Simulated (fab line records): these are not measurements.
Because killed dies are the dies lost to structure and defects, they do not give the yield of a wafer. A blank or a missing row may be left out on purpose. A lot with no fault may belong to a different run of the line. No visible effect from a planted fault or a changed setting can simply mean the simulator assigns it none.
Lot-split experiment	flow n5Finfet	21 wafers read from 7 lots, route of 1938 steps

## SPLIT DETAILS
At N5_HKMG_FIN_ETCH_32 (etches SOC in N2/H2, target depth 240 nm, time 300 s), the setting biasW was moved away from the recipe's 150 W on 4 of the 21 wafers read, by -12.0% to +7.4%. This setting was run at the recipe's value on the other wafers.

The reading is taken at the split's own step.

## THE READING
rfVppV, in V, at N5_HKMG_FIN_ETCH_32 (etches SOC in N2/H2, target depth 240 nm, time 300 s). Fault-free wafers of this fab line usually give 522.8 V, standard deviation 2.2 V.

wafer	tool, chamber at the split	biasW as run, W	against the recipe	rfVppV, V	against lot-mates on the recipe
L075.1	rieDiel-06, 2	150	recipe	522.3	-
L075.2	rieDiel-06, 3	150	recipe	521.5	-
L075.6	rieDiel-06, 1	142.5	-5.0%	509.8	-12.1
L083.1	rieDiel-01, 0	150	recipe	520.0	-
L083.3	rieDiel-01, 3	161.1	+7.4%	549.3	+25.9
L083.5	rieDiel-01, 3	150	recipe	526.8	-
L091.1	rieDiel-06, 2	150	recipe	521.6	-
L091.2	rieDiel-06, 3	150	recipe	521.0	-
L091.3	rieDiel-06, 2	150	recipe	522.3	-
L092.1	rieDiel-06, 3	150	recipe	522.4	-
L092.3	rieDiel-06, 2	150	recipe	522.2	-
L092.4	rieDiel-06, 2	150	recipe	522.8	-
L095.3	rieDiel-06, 3	150	recipe	520.9	-
L095.4	rieDiel-06, 3	150	recipe	521.6	-
L095.5	rieDiel-06, 0	132	-12.0%	481.4	-39.9
L096.1	rieDiel-06, 2	150	recipe	521.6	-
L096.4	rieDiel-06, 0	150	recipe	520.2	-
L096.5	rieDiel-06, 2	150	recipe	521.4	-
L097.1	rieDiel-05, 0	160	+6.7%	547.9	+24.2
L097.4	rieDiel-05, 2	150	recipe	524.8	-
L097.6	rieDiel-05, 2	150	recipe	522.5	-

FIT RESULTS
A straight line over all 21 wafers: rfVppV changes by +3.45 V for each +1% of biasW; r = +0.99; the points scatter about the line by 2 V.
The same after taking each lot's own level away (the mean of its wafers on the recipe; 21 wafers): +3.33 V for each +1%; r = +0.99; scatter 1.7 V.
The reading moves by 40 V for the largest change in biasW, on that fit.
From 521.07 to 523.65 V: that is the span of the lots' own levels, equal to 1.2 times the standard deviation above.
The two slopes are in agreement: the lot-to-lot level therefore moves the slope only a little.
Check: with one of the wafers moved furthest among these (-12.0%) left out of the fit, the line predicts -39.2 V for it against its lot-mates. It came out at -39.9 V against them.
Tool readings at the split's step, against how far the setting was moved: rfVppV r = +0.99.

## ADDITIONAL SPLITS CARRIED BY THESE WAFERS
Before the reading, these wafers also passed through other splits. Each is held against what the fit with the lots' levels taken away leaves over:
other split on the same wafers	wafers away from the commonest value	r with rfVppV (lot level and that fit taken away)
N5_SDB_COAT_03 spinRpm	8	-0.21
N5_HKMG_FIN_PEB_10 pebTimeS	9	-0.45

## THE WHOLE CHAIN: every reading that the file lists as answering this split, in the file's order
step	what it does	reading	change (the file's fit)	r (the file's)
N5_HKMG_FIN_ETCH_32	etches SOC in N2/H2, target depth 240 nm, time 300 s	rfVppV	+3.32 V for each +1% of the setting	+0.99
N5_HKMG_FIN_ETCH_32	etches SOC in N2/H2, target depth 240 nm, time 300 s	SiARC_of_HKMG_FIN_COAT_30.thkNm (the simulator's own value, which no gauge read)	-0.222 nm for each +1% of the setting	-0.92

## THE FILE'S OWN FIT
rfVppV changes by +3.32 V for each +1% of biasW, r = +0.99.
